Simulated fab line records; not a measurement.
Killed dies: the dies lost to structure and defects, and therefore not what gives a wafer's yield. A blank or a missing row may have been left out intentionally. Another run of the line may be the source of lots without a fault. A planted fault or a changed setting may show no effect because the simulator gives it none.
Chamber matching    flow n5 finfet    N5_BEOL_M11_CURE_71 on uv cure-01 has 3 sister chambers
The step cures SiCOH lowk, time 240 s. 18 wafers are shown with their chamber, then 9 later ones without.

WAFERS, EACH WITH ITS CHAMBER
wafer   chamber  wafer_temp_C_max  lamp power pct (%)
L074.1  1        385.9             52.38
L074.2  1        386.5             52.37
L074.6  1        386.6             52.25
L077.2  2        387.5             52.33
L077.3  2        386.8             52.34
L077.5  2        387.2             52.32
L082.1  1        386.1             52.29
L082.2  1        386.4             52.37
L082.4  1        386.1             52.35
L081.4  0        387.4             52.26
L081.5  0        387.3             52.42
L081.6  0        387.3             52.27
L083.1  0        387.4             52.30
L083.4  0        387.0             52.21
L083.5  0        387.1             52.28
L085.1  2        387.0             52.43
L085.2  2        387.0             52.26
L085.6  2        387.7             52.30

SIGNATURES, as means of the wafers listed above
reading           chamber 0  chamber 1  chamber 2  scatter within a chamber
wafer_temp_C_max  387.250    386.267    387.200    0.269
lamp power pct    52.2900    52.3350    52.3300    0.0604
Rule: for each reading, subtract the chamber's mean from the wafer's reading, divide by that reading's scatter and square the result; add these up over the readings and take the root, which gives the wafer's distance from the chamber. The wafer belongs to the nearest chamber; if the next one is less than 2 further off, it can't be placed. The scatter: the root of (the sum of the squares of (reading less its chamber's mean) over the shown wafers, divided by (wafers less chambers)).

WAFERS WHOSE CHAMBER IS MISSING
wafer   wafer_temp_C_max  lamp power pct (%)
L088.1  388.2             52.33
L088.3  388.0             52.38
L088.5  387.3             52.24
L089.2  385.8             52.25
L089.4  386.0             52.34
L089.5  385.9             52.35
L092.1  386.5             52.31
L092.2  387.5             52.43
L092.3  387.1             52.24

CHAMBER TAKEN BY EACH
wafer   from the rows above           in truth
L088.1  can't be placed: 0 or 2       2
L088.3  can't be placed: 2 or 0       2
L088.5  can't be placed: 0 or 2       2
L089.2  1                             1
L089.4  1                             1
L089.5  1                             1
L092.1  can't be placed: 1 or 2 or 0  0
L092.2  can't be placed: 2 or 0       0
L092.3  can't be placed: 0 or 2       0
Correct placement for 3 of the 9. From these rows, 6 cannot be placed; in 6 the true chamber is one of the candidates. 0 placed wrongly.
